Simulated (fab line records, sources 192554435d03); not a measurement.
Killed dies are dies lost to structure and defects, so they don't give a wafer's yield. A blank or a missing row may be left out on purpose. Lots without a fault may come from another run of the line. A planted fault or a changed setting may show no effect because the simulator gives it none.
Which tool did it? | flow n5_finfet | 10 lots, 30 wafers sampled, at 4 steps of a route of 1938

WHAT THE GAUGES READ, wafer by wafer
N5_BEOL_M2_THK_MEAS_01.
lot  | measured     | on            | M2_ILD_THK (nm)
L921 | day 7 04:53  | film_metro-02 | 78.2 77.3 78.8
L920 | day 7 04:58  | film_metro-02 | 76.7 79.4 78.5
L926 | day 8 02:04  | film_metro-01 | 158.9 159.7 160.2
L925 | day 8 04:32  | film_metro-02 | 77.5 79.0 78.0
L927 | day 9 00:24  | film_metro-01 | 78.8 80.3 81.0
L930 | day 9 21:32  | film_metro-01 | 78.2 79.4 79.2
L937 | day 11 07:17 | film_metro-02 | 158.6 161.1 162.4
L940 | day 11 10:11 | film_metro-02 | 78.6 78.7 79.4
L941 | day 11 19:28 | film_metro-02 | 78.8 80.6 80.7
L942 | day 12 14:10 | film_metro-01 | 78.3 80.0 79.6

WHICH TOOL RAN EACH LOT (tool, then ch and the chambers of the sampled wafers, then the start)
lot  | N5_BEOL_M1_PRE_CLEAN_60          | N5_BEOL_M1_CO_CAP_55             | N5_BEOL_M2_ILD_DEP_00
L921 | cvd_co-01 ch 0,2, day 7 04:32    | cvd_co-01 ch 0,2, day 7 04:35    | pecvd-02 ch 1,2, day 7 04:50
L920 | cvd_co-02 ch 0,1,2, day 7 04:37  | cvd_co-02 ch 0,1,2, day 7 04:40  | pecvd-03 ch 0,2, day 7 04:55
L926 | cvd_co-01 ch 0,2, day 8 01:23    | cvd_co-01 ch 0,2, day 8 01:27    | pecvd-03 ch 0,1,2, day 8 01:44
L925 | cvd_co-01 ch 0,1,2, day 8 04:10  | cvd_co-01 ch 0,1,2, day 8 04:13  | pecvd-04 ch 2, day 8 04:28
L927 | cvd_co-02 ch 0,2, day 9 00:02    | cvd_co-02 ch 0,2, day 9 00:05    | pecvd-03 ch 0,2, day 9 00:20
L930 | cvd_co-02 ch 0,1, day 9 21:10    | cvd_co-02 ch 0,1, day 9 21:13    | pecvd-02 ch 0,1, day 9 21:28
L937 | cvd_co-02 ch 0,1, day 11 06:42   | cvd_co-02 ch 0,1, day 11 06:44   | pecvd-02 ch 0,2, day 11 06:59
L940 | cvd_co-02 ch 1,2, day 11 09:50   | cvd_co-02 ch 1,2, day 11 09:52   | pecvd-04 ch 1,2, day 11 10:07
L941 | cvd_co-01 ch 0,1,2, day 11 19:07 | cvd_co-01 ch 0,1,2, day 11 19:09 | pecvd-03 ch 0,1,2, day 11 19:24
L942 | cvd_co-01 ch 0,2, day 12 13:49   | cvd_co-01 ch 0,2, day 12 13:52   | pecvd-03 ch 1,2, day 12 14:07
- N5_BEOL_M1_PRE_CLEAN_60: time 15 s.
- N5_BEOL_M1_CO_CAP_55: material Co, precursor CCTBA/H2, target thk 2 nm, time 102.1 s.
- N5_BEOL_M2_ILD_DEP_00: deposits SiOC from DEMS/O2, target thk 79 nm, time 15.3 s.

THE ANSWER, worked out from the rows above alone
Rule: what is usual is taken from the lots themselves. Put in order of their means at a reading, lots are off if they are a third of the lots or fewer, leave a main group of 4 or more, and stand apart from it by a gap of 3 or more times the standard deviation of the main group's means; of several such gaps the widest counts. A main group whose means are all the same, to the digits that the tables above print for the reading, isn't used. A lot without any number at a reading at which 4 lots or more have one is off too. The other lots that the step has rows for count as sound.
Off: L926, L937, at N5_BEOL_M2_THK_MEAS_01 (M2_ILD_THK). The main group: mean 79.0 nm, standard deviation 0.74.
A tool fits if, at a process step before that reading, it ran every lot that is off, and no sound lot after the first of them. The gauges at N5_BEOL_M2_THK_MEAS_01 are tried like those tools. None of those tried fits.

WHAT THE SIMULATOR HAD PUT IN
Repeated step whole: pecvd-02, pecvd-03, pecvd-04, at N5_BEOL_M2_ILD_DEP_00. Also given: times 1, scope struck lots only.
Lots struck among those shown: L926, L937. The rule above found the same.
